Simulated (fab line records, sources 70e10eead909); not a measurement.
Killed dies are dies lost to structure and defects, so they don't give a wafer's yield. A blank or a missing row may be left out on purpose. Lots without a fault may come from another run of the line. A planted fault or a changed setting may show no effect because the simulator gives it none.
Chamber matching | flow nand_harc | NHARC_A_SGD_CUT_ETCHBACK_24 on rie_diel-04: 4 sister chambers
The step etches the open film in CH3F/O2, target depth 50 nm, time 92.857 s. 16 wafers are shown with their chamber, then 8 later ones without.

WAFERS WITH THEIR CHAMBER
wafer  | chamber | showerhead_plenum_p_Torr (Torr) | drypump_motor_current_A (A) | rf_vpp_V (V)
L074.1 | 1       | 2.58                            | 6.4                         | 245.8
L074.2 | 3       | 2.59                            | 5.3                         | 246.6
L074.4 | 2       | 2.36                            | 5.1                         | 243.9
L079.2 | 2       | 2.36                            | 5.2                         | 243.0
L079.5 | 2       | 2.36                            | 5.1                         | 242.9
L079.6 | 3       | 2.58                            | 5.2                         | 247.3
L081.3 | 0       | 2.51                            | 5.8                         | 244.0
L081.4 | 3       | 2.58                            | 5.2                         | 248.2
L081.6 | 3       | 2.58                            | 5.2                         | 244.8
L085.1 | 0       | 2.50                            | 5.8                         | 245.3
L085.2 | 2       | 2.36                            | 5.2                         | 245.5
L085.3 | 3       | 2.58                            | 5.2                         | 246.1
L084.2 | 0       | 2.50                            | 5.8                         | 246.5
L084.3 | 2       | 2.36                            | 5.2                         | 244.1
L084.5 | 0       | 2.50                            | 5.8                         | 244.6
L086.3 | 1       | 2.58                            | 6.5                         | 245.4

SIGNATURES (means of the wafers above)
reading                  | chamber 0 | chamber 1 | chamber 2 | chamber 3 | scatter within a chamber
showerhead_plenum_p_Torr | 2.5025    | 2.5800    | 2.3600    | 2.5820    | 0.00359
drypump_motor_current_A  | 5.800     | 6.450     | 5.160     | 5.220     | 0.0456
rf_vpp_V                 | 245.100   | 245.600   | 243.880   | 246.600   | 1.1
Rule: a wafer's distance from a chamber is the root of the sum, over the readings, of the square of ((its reading less the chamber's mean) divided by the reading's scatter). The wafer belongs to the nearest chamber; if the next one is less than 2 further off, it can't be placed. The scatter: the root of (the sum of the squares of (reading less its chamber's mean) over the shown wafers, divided by (wafers less chambers)).

WAFERS WITHOUT THEIR CHAMBER
wafer  | showerhead_plenum_p_Torr (Torr) | drypump_motor_current_A (A) | rf_vpp_V (V)
L086.5 | 2.58                            | 6.4                         | 245.3
L086.6 | 2.50                            | 5.8                         | 244.7
L087.1 | 2.36                            | 5.1                         | 241.7
L087.2 | 2.58                            | 5.2                         | 245.4
L087.6 | 2.58                            | 5.2                         | 246.8
L093.1 | 2.35                            | 5.2                         | 244.3
L093.2 | 2.58                            | 5.2                         | 246.1
L093.3 | 2.58                            | 6.4                         | 246.4

WHICH CHAMBER EACH WENT THROUGH
wafer  | from the rows above | in truth
L086.5 | 1                   | 1
L086.6 | 0                   | 0
L087.1 | 2                   | 2
L087.2 | 3                   | 3
L087.6 | 3                   | 3
L093.1 | 2                   | 2
L093.2 | 3                   | 3
L093.3 | 1                   | 1
Placed correctly: 8 of 8. Can't be placed from these rows: 0. Placed wrongly: 0.
